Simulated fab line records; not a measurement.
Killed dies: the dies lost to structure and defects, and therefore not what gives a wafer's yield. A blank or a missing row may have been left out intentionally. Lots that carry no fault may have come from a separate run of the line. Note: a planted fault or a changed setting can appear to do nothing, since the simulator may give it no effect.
Lot-split experiment | flow n5-finfet | 21 wafers read across 7 lots, on a route 1938 steps long

== THE SPLIT ==
At N5_MOL_CONTACT_COAG_COAT_62 (time 60 s, resist thk 60 nm), the setting spin-rpm was moved away from the recipe's 1500 rpm on 7 of the 21 wafers read, by -8.7% to +9.7%. For the rest of the wafers, this setting stayed at what the recipe calls for.

== FROM THE SPLIT TO THE READING: what the file shows between them, 11 steps ==
- N5_MOL_CONTACT_COAG_COAT_63: time 60 s, resist thk 10 nm
- N5_MOL_CONTACT_COAG_COAT_64: time 60 s, resist thk 10 nm
- N5_MOL_CONTACT_COAG_ALD_133: deposits SiO2, target thk 5 nm, pulse time 1 s, co reactant pulse time 1 s
- N5_MOL_CONTACT_COAG_ETCHBACK_134: etches SiO2 in CHF3, target depth 10 nm, time 6.7 s
- N5_MOL_CONTACT_COAG_ETCH_67: etches SOC in N2/H2, target depth 60 nm, overetch 21 nm, time 101.2 s
- N5_MOL_CONTACT_COAG_STRIP_68: strips in N2/H2
- N5_MOL_CONTACT_COAG_STRIP_69: strips in N2/H2
- N5_MOL_CONTACT_COAG_ETCHBACK_136: etches SiO2 in CHF3, target depth 25 nm, time 16.7 s
- N5_MOL_CONTACT_COAG_STRIP_120: strips in CHF3
- N5_MOL_CONTACT_COAG_VIA_ETCH_117: etches SiO2 in C4F6/O2, target depth 40 nm, overetch 8 nm, time 26 s
- N5_MOL_CONTACT_COAG_ETCH_124: etches SiNx in CH3F/O2, stops on SiOC, target depth 6.5 nm

== THE READING ==
SOC_of_MOL_CONTACT_COAG_COAT_62.thk-nm (the simulator's own value, which no gauge read), in nm, at N5_MOL_CONTACT_COAG_ETCH_48 (etches SiOC in C4F6/O2, target depth 15 nm, overetch 4.5 nm, time 17 s). No usual value for it is given in the file. Average 45.5 nm, standard deviation 0.24 nm, over the 14 wafers here run with the recipe.

wafer  | tool, chamber at the split | spin-rpm as run, rpm | against the recipe | SOC_of_MOL_CONTACT_COAG_COAT_62.thk-nm, nm | against lot-mates on the recipe
L076.3 | litho-track-05, 0          | 1567                 | +4.5%              | 44.6                                       | -0.6
L076.4 | litho-track-05, 0          | 1567                 | +4.5%              | 44                                         | -1.2
L076.6 | litho-track-05, 0          | 1500                 | recipe             | 45.2                                       | -
L077.1 | litho-track-04, 0          | 1500                 | recipe             | 45.4                                       | -
L077.6 | litho-track-04, 0          | 1500                 | recipe             | 45.4                                       | -
L077.2 | litho-track-04, 0          | 1500                 | recipe             | 45.8                                       | -
L079.2 | litho-track-04, 0          | 1393                 | -7.1%              | 47.6                                       | +2.4
L079.4 | litho-track-04, 0          | 1500                 | recipe             | 45.2                                       | -
L079.6 | litho-track-04, 0          | 1393                 | -7.1%              | 47.8                                       | +2.6
L080.1 | litho-track-02, 0          | 1500                 | recipe             | 45.8                                       | -
L080.4 | litho-track-02, 0          | 1500                 | recipe             | 45.4                                       | -
L080.5 | litho-track-02, 0          | 1500                 | recipe             | 45.4                                       | -
L081.2 | litho-track-05, 0          | 1559                 | +3.9%              | 44.6                                       | -1.1
L081.3 | litho-track-05, 0          | 1500                 | recipe             | 45.6                                       | -
L081.6 | litho-track-05, 0          | 1500                 | recipe             | 45.8                                       | -
L084.2 | litho-track-05, 0          | 1500                 | recipe             | 45.4                                       | -
L084.6 | litho-track-05, 0          | 1500                 | recipe             | 45.4                                       | -
L084.4 | litho-track-05, 0          | 1646                 | +9.7%              | 43                                         | -2.4
L085.1 | litho-track-05, 0          | 1500                 | recipe             | 46                                         | -
L085.3 | litho-track-05, 0          | 1369                 | -8.7%              | 48.6                                       | +2.7
L085.6 | litho-track-05, 0          | 1500                 | recipe             | 45.8                                       | -

THE FIT
A straight line over all 21 wafers: SOC_of_MOL_CONTACT_COAG_COAT_62.thk-nm changes by -0.296 nm for each +1% of spin-rpm; r = -0.98; the points scatter about the line by 0.27 nm.
The same after taking each lot's own level away (the mean of its wafers on the recipe; 21 wafers): -0.289 nm for each +1%; r = -0.98; scatter 0.24 nm.
The reading moves by 2.8 nm for the largest change in spin-rpm, on that fit.
From 45.20 to 45.90 nm: that is the span of the lots' own levels, equal to 2.9 times the standard deviation above.
Consequently the slope shifts little with the lot-to-lot level, the two slopes agreeing.
Check: with one of the wafers moved furthest among these (+9.7%) left out of the fit, the line predicts -2.86 nm for it against its lot-mates. Against them it came out at -2.4 nm.

== OTHER SPLITS ON THESE WAFERS ==
Note: prior to the reading, these wafers also went through further splits. Each is held against what the fit with the lots' levels taken away leaves over:
other split on the same wafers               | wafers away from the commonest value | r with SOC_of_MOL_CONTACT_COAG_COAT_62.thk-nm (lot level and that fit taken away)
N5_HKMG_FIN_COAT_06 spin-rpm                 | 6                                    | +0.33
N5_MOL_CONTACT_COAG_CONTACT_ETCH_14 source-w | 8                                    | -0.04
N5_MOL_CONTACT_COAG_ETCH_91 time-s           | 8                                    | +0.06

== THE WHOLE CHAIN: every reading that the file lists as answering this split, in the file's order ==
step                             | what it does                                                           | reading                                                                                 | change (the file's fit)               | r (the file's)
N5_MOL_CONTACT_COAG_COAT_62      | time 60 s, resist thk 60 nm                                            | SOC_of_MOL_CONTACT_COAG_COAT_62.thk-nm (the simulator's own value, which no gauge read) | -0.287 nm for each +1% of the setting | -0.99
N5_MOL_CONTACT_COAG_ETCH_67      | etches SOC in N2/H2, target depth 60 nm, overetch 21 nm, time 101.2 s  | etch.depth-nm (the simulator's own value, which no gauge read)                          | -0.29 nm for each +1% of the setting  | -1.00
N5_MOL_CONTACT_COAG_VIA_ETCH_117 | etches SiO2 in C4F6/O2, target depth 40 nm, overetch 8 nm, time 26 s   | SOC_of_MOL_CONTACT_COAG_COAT_62.thk-nm (the simulator's own value, which no gauge read) | -0.299 nm for each +1% of the setting | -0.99
N5_MOL_CONTACT_COAG_ETCH_48      | etches SiOC in C4F6/O2, target depth 15 nm, overetch 4.5 nm, time 17 s | SOC_of_MOL_CONTACT_COAG_COAT_62.thk-nm (the simulator's own value, which no gauge read) | -0.284 nm for each +1% of the setting | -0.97

== THE FILE'S OWN FIT ==
SOC_of_MOL_CONTACT_COAG_COAT_62.thk-nm changes by -0.284 nm for each +1% of spin-rpm, r = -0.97.
